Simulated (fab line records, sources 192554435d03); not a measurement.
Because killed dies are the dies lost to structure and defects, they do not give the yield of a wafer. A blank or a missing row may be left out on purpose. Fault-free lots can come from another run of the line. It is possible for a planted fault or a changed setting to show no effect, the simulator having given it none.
Which of the tools did it? | flow n5Finfet | 63 wafers from 21 lots sampled at 4 of the route's 1938 steps

== WHAT THE GAUGES SHOWED, per wafer ==
N5_BEOL_M13_CD_MEAS_17: the cd target is 190 nm. Usual: cdNm at 190.5 nm, with a standard deviation of 1.7.
lot  | measured     | on       | cdNm (nm)         | flag
L075 | day 11 04:46 | cdSem-01 | 189.4 189.0 189.7 | 
L076 | day 11 17:13 | cdSem-03 | 187.3 189.3 189.8 | 
L077 | day 11 19:47 | cdSem-02 | 191.1 187.0 190.6 | 
L078 | day 12 01:15 | cdSem-03 | 193.1 193.9 194.0 | 
L079 | day 12 02:26 | cdSem-03 | 188.9 187.9 188.6 | 
L081 | day 12 17:08 | cdSem-02 | 188.8 190.6 187.0 | 
L080 | day 12 19:57 | cdSem-02 | 191.9 190.3 191.4 | 
L083 | day 13 00:14 | cdSem-02 | 189.9 190.4 191.4 | 
L082 | day 13 05:28 | cdSem-01 | 190.9 188.0 189.8 | 
L084 | day 13 16:32 | cdSem-02 | 190.9 188.7 188.7 | 
L085 | day 13 19:56 | cdSem-03 | 192.0 192.0 190.4 | 
L087 | day 14 00:34 | cdSem-03 | 189.7 188.5 192.0 | 
L086 | day 14 08:36 | cdSem-02 | 187.7 192.2 190.2 | 
L088 | day 14 15:13 | cdSem-03 | 190.6 190.2 189.2 | 
L090 | day 15 13:26 | cdSem-01 | 192.5 193.2 190.8 | 
L093 | day 15 13:52 | cdSem-02 | 193.4 191.1 191.5 | 
L091 | day 15 16:05 | cdSem-02 | 191.9 190.4 190.5 | 
L096 | day 16 18:17 | cdSem-03 | 187.5 189.6 190.2 | 
L094 | day 17 07:17 | cdSem-02 | 191.7 190.5 191.8 | 
L095 | day 17 07:40 | cdSem-01 | 189.5 192.4 191.3 | 
L097 | day 17 19:53 | cdSem-03 | 190.5 191.8 188.6 | 

== WHICH TOOL RAN EACH LOT (tool, then ch and the chambers of the sampled wafers, then the start) ==
lot  | N5_BEOL_M12_DESCUM_33             | N5_BEOL_M12_DEGAS_41        | N5_BEOL_M13_DESCUM_15
L075 | rieDiel-04 ch 1,2, day 10 23:39   | pvdSputter-01, day 11 02:21 | rieDiel-01 ch 0,1,2, day 11 04:14
L076 | rieDiel-03 ch 1,2, day 11 11:49   | pvdSputter-02, day 11 14:30 | rieDiel-01 ch 0,2, day 11 16:41
L077 | rieDiel-03 ch 1,2, day 11 13:11   | pvdSputter-01, day 11 17:23 | rieDiel-01 ch 2,3, day 11 19:16
L078 | rieDiel-03 ch 0,1,3, day 11 20:00 | pvdSputter-03, day 11 22:46 | rieDiel-06 ch 0,3, day 12 00:43
L079 | rieDiel-04 ch 0,1,2, day 11 20:53 | pvdSputter-03, day 11 23:36 | rieDiel-02 ch 0,1,2, day 12 01:55
L081 | rieDiel-03 ch 2,3, day 12 13:00   | pvdSputter-01, day 12 14:39 | rieDiel-01 ch 0,1,3, day 12 16:37
L080 | rieDiel-03 ch 2,3, day 12 15:41   | pvdSputter-02, day 12 17:23 | rieDiel-02 ch 1,2, day 12 19:25
L083 | rieDiel-03 ch 0,1, day 12 17:19   | pvdSputter-01, day 12 21:45 | rieDiel-06 ch 0,1,3, day 12 23:42
L082 | rieDiel-05 ch 0,1,2, day 12 21:08 | pvdSputter-01, day 13 03:02 | rieDiel-06 ch 0,1,3, day 13 04:56
L084 | rieDiel-03 ch 0,2, day 13 12:30   | pvdSputter-02, day 13 14:01 | rieDiel-02 ch 1,2,3, day 13 16:00
L085 | rieDiel-05 ch 0,2, day 13 16:10   | pvdSputter-01, day 13 17:32 | rieDiel-06 ch 0,1,2, day 13 19:24
L087 | rieDiel-04 ch 1,2, day 13 18:48   | pvdSputter-01, day 13 20:50 | rieDiel-06 ch 2,3, day 13 23:51
L086 | rieDiel-05 ch 2,3, day 14 02:05   | pvdSputter-02, day 14 06:08 | rieDiel-01 ch 0,3, day 14 08:04
L088 | rieDiel-03 ch 1,2,3, day 14 02:22 | pvdSputter-01, day 14 12:43 | rieDiel-06 ch 2,3, day 14 14:41
L090 | rieDiel-05 ch 0,2, day 15 08:43   | pvdSputter-03, day 15 10:26 | rieDiel-02 ch 1,2, day 15 12:54
L093 | rieDiel-05 ch 1,3, day 15 10:16   | pvdSputter-03, day 15 11:17 | rieDiel-06 ch 0,2, day 15 13:20
L091 | rieDiel-04 ch 0,1,2, day 15 10:36 | pvdSputter-01, day 15 13:29 | rieDiel-02 ch 0,2, day 15 15:33
L096 | rieDiel-05 ch 0,1,3, day 16 14:44 | pvdSputter-01, day 16 15:46 | rieDiel-06 ch 1,2,3, day 16 17:46
L094 | rieDiel-05 ch 0,3, day 17 00:16   | pvdSputter-01, day 17 04:47 | rieDiel-02 ch 0,1, day 17 06:46
L095 | rieDiel-05 ch 2,3, day 17 00:55   | pvdSputter-02, day 17 05:16 | rieDiel-01 ch 0,1,3, day 17 07:08
L097 | rieDiel-04 ch 0,1,3, day 17 15:11 | pvdSputter-02, day 17 17:25 | rieDiel-06 ch 0,3, day 17 19:21
- N5_BEOL_M12_DESCUM_33: chemistry O2, time 7.9 s.
- N5_BEOL_M12_DEGAS_41: time 60 s.
- N5_BEOL_M13_DESCUM_15: chemistry O2, time 7.9 s.

== WHAT THE TOOLS THEMSELVES READ (means of the sampled wafers that have a number; where no wafer has one, the mark that the record gives instead) ==
N5_BEOL_M12_DESCUM_33. Usual: chamberPressureMTorr 20.000 mTorr, standard deviation 0.018; drypumpMotorCurrentA 5.8 A, standard deviation 0.4; o2FlowSccm 225.0 sccm, standard deviation 0.66; oesProductAu 0.83 a.u., standard deviation 0.088; rfFwdPowerW 49.37 W, standard deviation 0.24; rfVppV 243.4 V, standard deviation 1.6; showerheadPlenumPTorr 2.12 Torr, standard deviation 0.069; throttleValvePct 20.33 %, standard deviation 0.25.
lot  | tool       | chamberPressureMTorr (mTorr) | drypumpMotorCurrentA (A) | o2FlowSccm (sccm) | oesProductAu (a.u.) | rfFwdPowerW (W) | rfVppV (V) | showerheadPlenumPTorr (Torr) | throttleValvePct (%) | flag
L075 | rieDiel-04 | 19.999                       | 5.7                      | 225.3             | 0.74                | 49.08           | 242.5      | 2.04                         | 20.45                | 
L076 | rieDiel-03 | 20.011                       | 5.9                      | 224.8             | 0.90                | 49.45           | 244.7      | 2.19                         | 20.14                | 
L077 | rieDiel-03 | 19.989                       | 5.9                      | 224.3             | 0.90                | 49.42           | 244.2      | 2.19                         | 20.15                | 
L078 | rieDiel-03 | 20.004                       | 5.7                      | 224.6             | 0.79                | 49.48           | 243.4      | 2.11                         | 20.38                | 
L079 | rieDiel-04 | 20.019                       | 6.0                      | 225.4             | 0.83                | 49.17           | 242.3      | 2.08                         | 20.51                | 
L081 | rieDiel-03 | 20.007                       | 5.6                      | 225.5             | 0.89                | 49.36           | 243.4      | 2.11                         | 20.37                | 
L080 | rieDiel-03 | 19.997                       | 5.6                      | 225.0             | 0.88                | 49.41           | 243.7      | 2.11                         | 20.38                | 
L083 | rieDiel-03 | 20.017                       | 5.8                      | 225.2             | 0.87                | 49.47           | 243.4      | 2.12                         | 20.25                | 
L082 | rieDiel-05 | 20.017                       | 5.8                      | 225.5             | 0.77                | 49.37           | 243.2      | 2.11                         | 20.23                | 
L084 | rieDiel-03 | 20.010                       | 5.8                      | 225.4             | 0.94                | 49.60           | 243.8      | 2.18                         | 19.95                | 
L085 | rieDiel-05 | 19.995                       | 5.6                      | 225.2             | 0.81                | 49.33           | 245.2      | 2.18                         | 20.11                | 
L087 | rieDiel-04 | 19.988                       | 5.7                      | 224.3             | 0.72                | 49.25           | 241.8      | 2.03                         | 20.48                | 
L086 | rieDiel-05 | 20.011                       | 5.5                      | 224.9             | 0.92                | 49.25           | 243.2      | 2.11                         | 20.12                | 
L088 | rieDiel-03 | 19.980                       | 5.7                      | 224.5             | 0.84                | 49.24           | 243.3      | 2.12                         | 20.36                | 
L090 | rieDiel-05 | 19.989                       | 5.6                      | 225.1             | 0.80                | 49.17           | 243.9      | 2.18                         | 20.13                | 
L093 | rieDiel-05 | 20.002                       | 5.7                      | 224.7             | 0.94                | 49.31           | 242.7      | 2.12                         | 20.18                | 
L091 | rieDiel-04 | 20.012                       | 6.0                      | 224.0             | 0.78                | 49.10           | 242.7      | 2.07                         | 20.56                | 
L096 | rieDiel-05 | 19.988                       | 6.0                      | 225.2             | 0.87                | 49.46           | 243.5      | 2.15                         | 20.29                | 
L094 | rieDiel-05 | 19.980                       | 6.0                      | 225.1             | 0.85                | 49.57           | 242.3      | 2.10                         | 20.37                | 
L095 | rieDiel-05 | 20.017                       | 5.5                      | 225.4             | 0.87                | 49.30           | 242.3      | 2.10                         | 20.17                | 
L097 | rieDiel-04 | 20.005                       | 6.1                      | 224.5             | 0.82                | 49.43           | 243.3      | 2.11                         | 20.53                | 

N5_BEOL_M12_DEGAS_41. Usual: heaterPowerW at 331 W, with a standard deviation of 46.
lot  | tool          | heaterPowerW (W) | flag
L075 | pvdSputter-01 | 331              | 
L076 | pvdSputter-02 | 342              | 
L077 | pvdSputter-01 | 322              | 
L078 | pvdSputter-03 | 306              | 
L079 | pvdSputter-03 | 308              | 
L081 | pvdSputter-01 | 343              | 
L080 | pvdSputter-02 | 307              | 
L083 | pvdSputter-01 | 326              | 
L082 | pvdSputter-01 | 336              | 
L084 | pvdSputter-02 | 423              | 
L085 | pvdSputter-01 | 329              | 
L087 | pvdSputter-01 | 340              | 
L086 | pvdSputter-02 | 362              | 
L088 | pvdSputter-01 | 307              | 
L090 | pvdSputter-03 | 305              | 
L093 | pvdSputter-03 | 299              | 
L091 | pvdSputter-01 | 324              | 
L096 | pvdSputter-01 | 339              | 
L094 | pvdSputter-01 | 334              | 
L095 | pvdSputter-02 | 361              | 
L097 | pvdSputter-02 | 396              | 

N5_BEOL_M13_DESCUM_15. Usual: chamberPressureMTorr 20.001 mTorr, standard deviation 0.018; drypumpMotorCurrentA 5.7 A, standard deviation 0.38; o2FlowSccm 225.0 sccm, standard deviation 0.69; oesProductAu 0.80 a.u., standard deviation 0.092; rfFwdPowerW 49.30 W, standard deviation 0.26; rfVppV 243.3 V, standard deviation 1.4; showerheadPlenumPTorr 2.10 Torr, standard deviation 0.064; throttleValvePct 20.41 %, standard deviation 0.23.
lot  | tool       | chamberPressureMTorr (mTorr) | drypumpMotorCurrentA (A) | o2FlowSccm (sccm) | oesProductAu (a.u.) | rfFwdPowerW (W) | rfVppV (V) | showerheadPlenumPTorr (Torr) | throttleValvePct (%) | flag
L075 | rieDiel-01 | 20.002                       | 5.8                      | 225.2             | 0.78                | 49.51           | 243.5      | 2.08                         | 20.39                | 
L076 | rieDiel-01 | 19.999                       | 5.5                      | 225.2             | 0.72                | 49.59           | 242.7      | 2.07                         | 20.31                | 
L077 | rieDiel-01 | 20.011                       | 5.7                      | 225.8             | 0.74                | 49.64           | 243.4      | 2.10                         | 20.20                | 
L078 | rieDiel-06 | 20.015                       | 5.6                      | 225.1             | 0.87                | 49.11           | 243.5      | 2.10                         | 20.26                | 
L079 | rieDiel-02 | 19.984                       | 5.6                      | 224.9             | 0.79                | 49.22           | 243.8      | 2.13                         | 20.45                | 
L081 | rieDiel-01 | 19.987                       | 5.9                      | 225.5             | 0.80                | 49.49           | 243.8      | 2.12                         | 20.56                | 
L080 | rieDiel-02 | 20.004                       | 5.6                      | 225.0             | 0.70                | 49.41           | 244.1      | 2.11                         | 20.48                | 
L083 | rieDiel-06 | 19.997                       | 5.6                      | 224.5             | 0.89                | 49.19           | 243.5      | 2.08                         | 20.23                | 
L082 | rieDiel-06 | 20.003                       | 5.6                      | 225.0             | 0.88                | 49.17           | 242.8      | 2.08                         | 20.24                | 
L084 | rieDiel-02 | 19.998                       | 5.8                      | 225.2             | 0.78                | 49.33           | 242.1      | 2.07                         | 20.36                | 
L085 | rieDiel-06 | 20.003                       | 5.5                      | 224.7             | 0.84                | 49.06           | 243.0      | 2.09                         | 20.42                | 
L087 | rieDiel-06 | 20.016                       | 5.3                      | 224.4             | 0.73                | 49.11           | 243.9      | 2.13                         | 20.54                | 
L086 | rieDiel-01 | 19.995                       | 5.6                      | 224.8             | 0.77                | 49.69           | 243.3      | 2.15                         | 20.74                | 
L088 | rieDiel-06 | 19.999                       | 5.4                      | 224.8             | 0.78                | 49.08           | 243.6      | 2.12                         | 20.38                | 
L090 | rieDiel-02 | 19.997                       | 5.4                      | 225.3             | 0.70                | 49.38           | 241.7      | 2.04                         | 20.36                | 
L093 | rieDiel-06 | 19.993                       | 5.4                      | 225.4             | 0.73                | 49.25           | 243.1      | 2.11                         | 20.63                | 
L091 | rieDiel-02 | 19.998                       | 5.8                      | 225.1             | 0.73                | 49.37           | 244.4      | 2.17                         | 20.64                | 
L096 | rieDiel-06 | 19.998                       | 5.4                      | 224.3             | 0.89                | 49.13           | 243.3      | 2.10                         | 20.21                | 
L094 | rieDiel-02 | 19.994                       | 5.7                      | 224.5             | 0.80                | 49.54           | 243.5      | 2.13                         | 20.53                | 
L095 | rieDiel-01 | 20.004                       | 5.9                      | 225.0             | 0.78                | 49.58           | 243.7      | 2.11                         | 20.59                | 
L097 | rieDiel-06 | 19.987                       | 5.6                      | 225.1             | 0.80                | 49.05           | 243.4      | 2.08                         | 20.32                | 

== THE ANSWER, worked out from the rows above alone ==
Rule: lot off if the mean of its wafers having a number is beyond 3 standard deviations from the usual mean. A lot without any number at a reading at which 4 lots or more have one is off too. Any other lot the step has rows for is counted as sound. After the gauges, taken in route order, come the tools' own readings; for these a lot's mean is taken, as printed above. At the first step where some lot is off, the reading lying furthest off is the one used; lots without a number count as furthest.
No lot is off at any reading shown: from this, nothing can be told.

== WHAT HAD BEEN PUT IN BY THE SIMULATOR ==
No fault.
